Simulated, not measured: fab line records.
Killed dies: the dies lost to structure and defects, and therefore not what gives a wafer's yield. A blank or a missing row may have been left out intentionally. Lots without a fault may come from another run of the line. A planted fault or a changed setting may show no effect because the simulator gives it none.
Chamber matching -- flow nandHarc -- NHARC_P_STI_DESCUM_14 on rieDiel-03 has 4 sister chambers
The step chemistry O2, time 3 s. 4 wafers are shown with their chamber, then 7 later ones without.

## EACH WAFER AND ITS CHAMBER
wafer,chamber,drypumpMotorCurrentA (A)
L904.4,1,6.1
L905.6,3,5.7
L906.1,0,5.5
L906.2,2,6.4

## WAFERS WITHOUT THEIR CHAMBER
wafer,drypumpMotorCurrentA (A)
L906.6,5.4
L907.1,6.3
L907.2,6.1
L907.6,5.7
L908.3,5.5
L908.4,6.3
L908.5,5.5

## THE CHAMBER EACH PASSED THROUGH
wafer,from the rows above,in truth
L906.6,0,0
L907.1,can't be placed: 2 or 1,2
L907.2,1,1
L907.6,3,3
L908.3,0,0
L908.4,can't be placed: 2 or 1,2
L908.5,0,0
5 of 7 placed correctly. From these rows, 2 cannot be placed; in 2 the true chamber is one of the candidates. 0 placed wrongly.
How it was worked out, from the rows above alone: a wafer's distance from a chamber is the root of the sum, over the readings, of the square of ((its reading less the chamber's mean) divided by the reading's scatter). If the next closest chamber is less than 2 further off than the closest, the wafer can't be placed; otherwise it belongs to the closest. A chamber's mean is the mean of its shown wafers. The scatter: with one shown wafer a chamber, the root of the mean of the squares of how far each hidden wafer lies from its nearest shown one.
